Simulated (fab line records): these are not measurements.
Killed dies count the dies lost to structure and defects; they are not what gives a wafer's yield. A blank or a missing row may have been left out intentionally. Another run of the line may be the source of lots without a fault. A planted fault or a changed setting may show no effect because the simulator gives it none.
Problem report, 8D (eight disciplines) form, completed by code | flow n5 finfet | the parts of the form that need people (team, actions taken, sign-off) are left out

1. WHAT WENT WRONG
Wafers without a fault read 11.3 s, standard deviation 0.33; barrier field endpoint s at N5_BEOL_M15_CMP_49 reads a mean of 9.2 s on 2 wafers belonging to 2 lots. That puts it -6.4 standard deviations away from the usual mean.
The step: polishes, stops on SiO2, t overpolish 4.9 s, target thk 850 nm.
First seen on wafer L329.3, day 15 01:58, on cmp-04. At this step, 18 wafers from 6 lots have a number in the record. The rule behind "out" and "out of limits": a value lying over 4 standard deviations away from the usual mean. All remaining wafers that have a number are taken as sound.

2. WHAT IT IS, WHAT IT ISN'T
question                    | is                       | is not
which readings at this step | barrier field endpoint s | motor current A, platen rpm
which lots                  | L329, L334               | L322, L323, L343, L344
which wafers of those lots  | L329.3, L334.3           | L329.5, L329.6, L334.5, L334.6
read on which tools         | cmp-01, cmp-04           | cmp-03
when                        | from day 15 01:58        | up to then (8 sound wafers); but 8 sound wafers of L334, L343, L344 came after

3. THE SUSPECTS, EACH WITH WHAT RULES IT OUT
Counting: any tool at a process step up to the reading remains a suspect provided it ran every lot that is out. Sound lots after the first of them don't rule it out here, since some wafers of a struck lot are sound.
- rie diel-01 at N5_BEOL_M15_ETCH_61 (etches BARC in N2/H2, target depth 89 nm, overetch 26.7 nm, time 67.9 s): kept. Ran every lot that is out, first one L329 (day 14 23:13); last sound lot up to then L322 (day 12 06:49).
- pvd sputter-03 at N5_BEOL_M15_DEGAS_41 (time 60 s): kept. Ran every lot that is out, first one L329 (day 15 01:04); last sound lot up to then L322 (day 12 08:08).
- pvd sputter-03 at N5_BEOL_M15_PRE_CLEAN_42 (time 30 s): kept. Ran every lot that is out, first one L329 (day 15 01:06); last sound lot up to then L322 (day 12 08:10).
- pvd sputter-03 at N5_BEOL_M15_SPUTTER_43 (material TaN, target thk 15 nm, time 24.19 s): kept. Ran every lot that is out, first one L329 (day 15 01:08); last sound lot up to then L322 (day 12 08:13).
- pvd sputter-03 at N5_BEOL_M15_SPUTTER_44 (material Ta, target thk 15 nm, time 24.19 s): kept. Ran every lot that is out, first one L329 (day 15 01:13); last sound lot up to then L322 (day 12 08:17).
- rtp anneal-02 at N5_BEOL_M15_ANNEAL_48 (time 90 s): kept. Ran every lot that is out, first one L329 (day 15 01:46); last sound lot up to then L323 (day 12 08:50).
Left after counting: rie diel-01 at N5_BEOL_M15_ETCH_61, pvd sputter-03 at N5_BEOL_M15_DEGAS_41, pvd sputter-03 at N5_BEOL_M15_PRE_CLEAN_42, pvd sputter-03 at N5_BEOL_M15_SPUTTER_43, pvd sputter-03 at N5_BEOL_M15_SPUTTER_44, rtp anneal-02 at N5_BEOL_M15_ANNEAL_48.

4. THE CAUSE (what the simulator had put in)
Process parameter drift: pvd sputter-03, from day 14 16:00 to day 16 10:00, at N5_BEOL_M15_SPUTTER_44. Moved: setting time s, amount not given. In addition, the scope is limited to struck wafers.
Counting leaves 6 suspects; this tool is one of them.

5. THE EFFECT CHAIN, in route order
One row per reading whose mean, taken over the struck wafers that have a number, lies over 3 standard deviations from the usual. Readings are gone through only where the record gives a usual standard deviation; hours: the median, over the lots, of the time from a lot's start at the first step in this table giving one to that lot's start at this step; sigmas: the change measured in usual standard deviations.
hours | step               | reading                  | usual  | on struck wafers | change | sigmas
0     | N5_BEOL_M15_CMP_49 | barrier field endpoint s | 11.3 s | 9.2              | -2.1   | -6.4
Its process steps:
- N5_BEOL_M15_CMP_49: polishes, stops on SiO2, t overpolish 4.9 s, target thk 850 nm.
Readings that are blank on the struck wafers while sound wafers have them: susceptor temp C at N5_BEOL_M15_SPUTTER_44.
Later steps that measure or inspect, where all struck wafers having a row at the step show a number for every such reading and not one has moved that far: N5_BEOL_M15_THK_MEAS_50.

6. HOW IT WOULD HAVE BEEN CAUGHT EARLIER
First out-of-limits reading in this record: day 15 01:58, which is 10 hours after fault onset at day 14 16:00.
L334, from the lots that are out (2), started N5_BEOL_M15_SPUTTER_44 on pvd sputter-03 later than day 15 01:58. Had the tool been put on hold then, it would have been spared.
